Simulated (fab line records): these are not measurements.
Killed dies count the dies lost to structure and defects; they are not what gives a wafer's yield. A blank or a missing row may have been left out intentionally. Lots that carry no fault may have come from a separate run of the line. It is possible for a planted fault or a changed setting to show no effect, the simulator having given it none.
Which tool is to blame?	flow n5-finfet	12 lots with 36 wafers sampled at 2 steps, on a route of 1938 steps

## WHAT THE GAUGES READ, wafer by wafer
N5_PASSIVATION_OVL_MEAS_63.
lot	measured	on	PAD_OVL (nm)
L762	day 12 21:11	overlay-02	9 12 11
L760	day 13 06:53	overlay-01	-5 -3 -14
L763	day 13 15:08	overlay-02	2 0 1
L765	day 14 08:47	overlay-01	-4 -6 -5
L764	day 14 13:34	overlay-01	-8 -3 -1
L770	day 16 00:01	overlay-01	4 2 -3
L771	day 16 03:49	overlay-01	-8 -7 -5
L776	day 16 15:38	overlay-02	1 -1 -6
L778	day 17 16:11	overlay-01	9 -3 7
L779	day 18 16:29	overlay-01	-3 -3 -1
L781	day 18 15:55	overlay-02	1 8 8
L782	day 19 11:04	overlay-01	-3 -9 -6

## EACH LOT AND THE TOOL THAT RAN IT (in order: tool; ch and the chambers of the sampled wafers; start)
lot	N5_BEOL_M11_TRENCH_ETCH_37
L762	rie-diel-05 ch 1,2, day 11 07:32
L760	rie-diel-03 ch 0,1,2, day 11 17:20
L763	rie-diel-04 ch 0,1,3, day 12 01:29
L765	rie-diel-04 ch 0,3, day 12 21:59
L764	rie-diel-04 ch 0,2,3, day 13 05:21
L770	rie-diel-03 ch 0,1,3, day 14 04:22
L771	rie-diel-04 ch 0,2, day 14 15:06
L776	rie-diel-03 ch 0,3, day 15 05:41
L778	rie-diel-05 ch 1,2,3, day 16 04:47
L779	rie-diel-03 ch 0,1,2, day 16 21:55
L781	rie-diel-03 ch 0,1, day 17 01:31
L782	rie-diel-04 ch 0,3, day 17 17:55
- N5_BEOL_M11_TRENCH_ETCH_37: etches SiCOH lowk in C4F6/O2, target depth 148.83 nm, time 48 s.

## WHAT THE TOOLS THEMSELVES READ (means of the sampled wafers that have a number; where no wafer has one, the mark that the record gives instead)
N5_BEOL_M11_TRENCH_ETCH_37.
lot	tool	drypump-motor-current-A (A)	oes-product-au (a.u.)	rf-vpp-V (V)	showerhead-plenum-p-Torr (Torr)	throttle-valve-pct (%)
L762	rie-diel-05	5.2	0.89	676	3.01	21.06
L760	rie-diel-03	5.7	0.80	671	2.82	20.96
L763	rie-diel-04	5.0	0.72	677	2.90	21.05
L765	rie-diel-04	5.0	0.73	680	2.89	20.94
L764	rie-diel-04	5.1	0.71	668	2.81	20.91
L770	rie-diel-03	5.8	0.76	661	2.78	21.23
L771	rie-diel-04	5.2	0.69	659	2.74	20.89
L776	rie-diel-03	5.8	0.82	659	2.78	21.30
L778	rie-diel-05	5.6	0.82	672	2.91	20.97
L779	rie-diel-03	5.7	0.75	669	2.80	21.01
L781	rie-diel-03	5.3	0.70	664	2.74	21.26
L782	rie-diel-04	5.2	0.69	678	2.84	20.86

## THE ANSWER, worked out from the rows above alone
Rule: the usual values come from the lots themselves. Put in order of their means at a reading, lots are off if they are a third of the lots or fewer, leave a main group of 4 or more, and stand apart from it by a gap of 3 or more times the standard deviation of the main group's means; of several such gaps the widest counts. If all means in a main group match to the digits the tables above print for the reading, that group is not used. A lot without any number at a reading at which 4 lots or more have one is off too. Any other lot the step has rows for is counted as sound. First the gauges in route order, then the tools' own readings, where a lot's mean is used as printed above. The first step at which some lot is off is used, and at that step the reading that is off furthest; a lot without a number counts as furthest.
No lot is off at any reading shown: from this, nothing can be told.

## WHAT THE SIMULATOR PUT IN
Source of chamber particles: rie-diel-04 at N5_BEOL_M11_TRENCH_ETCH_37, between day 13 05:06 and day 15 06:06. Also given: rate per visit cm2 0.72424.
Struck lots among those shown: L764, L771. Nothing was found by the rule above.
